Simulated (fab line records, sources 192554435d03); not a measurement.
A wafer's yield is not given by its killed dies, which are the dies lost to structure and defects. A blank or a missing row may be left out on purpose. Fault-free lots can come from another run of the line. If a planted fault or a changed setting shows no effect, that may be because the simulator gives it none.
Chamber matching || flow n5 finfet || N5_HKMG_FIN_STRIP_93 on rie diel-04: 4 sister chambers
The step strips SOC in N2/H2, time 20 s. 8 wafers are shown with their chamber, then 9 later ones without.

WAFERS PAIRED WITH THEIR CHAMBERS
{"wafer": "L076.4", "chamber": 2, "drypump motor current A (A)": 6.0, "showerhead plenum p Torr (Torr)": 3.33}
{"wafer": "L082.5", "chamber": 1, "drypump motor current A (A)": 6.3, "showerhead plenum p Torr (Torr)": 3.48}
{"wafer": "L083.1", "chamber": 0, "drypump motor current A (A)": 6.1, "showerhead plenum p Torr (Torr)": 3.43}
{"wafer": "L083.3", "chamber": 3, "drypump motor current A (A)": 5.5, "showerhead plenum p Torr (Torr)": 3.42}
{"wafer": "L083.5", "chamber": 3, "drypump motor current A (A)": 5.5, "showerhead plenum p Torr (Torr)": 3.42}
{"wafer": "L084.3", "chamber": 2, "drypump motor current A (A)": 5.9, "showerhead plenum p Torr (Torr)": 3.32}
{"wafer": "L084.5", "chamber": 0, "drypump motor current A (A)": 6.1, "showerhead plenum p Torr (Torr)": 3.43}
{"wafer": "L084.6", "chamber": 1, "drypump motor current A (A)": 6.2, "showerhead plenum p Torr (Torr)": 3.48}

WAFERS WITH NO CHAMBER GIVEN
{"wafer": "L086.2", "drypump motor current A (A)": 5.9, "showerhead plenum p Torr (Torr)": 3.32}
{"wafer": "L086.3", "drypump motor current A (A)": 6.1, "showerhead plenum p Torr (Torr)": 3.43}
{"wafer": "L086.5", "drypump motor current A (A)": 6.1, "showerhead plenum p Torr (Torr)": 3.43}
{"wafer": "L088.1", "drypump motor current A (A)": 6.2, "showerhead plenum p Torr (Torr)": 3.47}
{"wafer": "L088.3", "drypump motor current A (A)": 6.1, "showerhead plenum p Torr (Torr)": 3.43}
{"wafer": "L088.6", "drypump motor current A (A)": 6.3, "showerhead plenum p Torr (Torr)": 3.47}
{"wafer": "L091.2", "drypump motor current A (A)": 5.5, "showerhead plenum p Torr (Torr)": 3.41}
{"wafer": "L091.4", "drypump motor current A (A)": 6.2, "showerhead plenum p Torr (Torr)": 3.47}
{"wafer": "L091.6", "drypump motor current A (A)": 5.5, "showerhead plenum p Torr (Torr)": 3.41}

EACH ONE'S CHAMBER
{"wafer": "L086.2", "from the rows above": 2, "in truth": 2}
{"wafer": "L086.3", "from the rows above": 0, "in truth": 0}
{"wafer": "L086.5", "from the rows above": 0, "in truth": 0}
{"wafer": "L088.1", "from the rows above": 1, "in truth": 1}
{"wafer": "L088.3", "from the rows above": 0, "in truth": 0}
{"wafer": "L088.6", "from the rows above": 1, "in truth": 1}
{"wafer": "L091.2", "from the rows above": 3, "in truth": 3}
{"wafer": "L091.4", "from the rows above": 1, "in truth": 1}
{"wafer": "L091.6", "from the rows above": 3, "in truth": 3}
Correct placement for 9 of the 9. Not placeable from these rows: 0. Wrongly placed: 0.
How it was worked out, from the rows above alone: a wafer's distance from a chamber is the root of the sum, over the readings, of the square of ((its reading less the chamber's mean) divided by the reading's scatter). If the next closest chamber is less than 2 further off than the closest, the wafer can't be placed; otherwise it belongs to the closest. For every chamber, the mean is computed from those of its wafers that are shown. How the scatter is found: for the shown wafers, subtract from each reading the mean of its chamber, square and add these, divide the total by (wafers less chambers), then take the root.
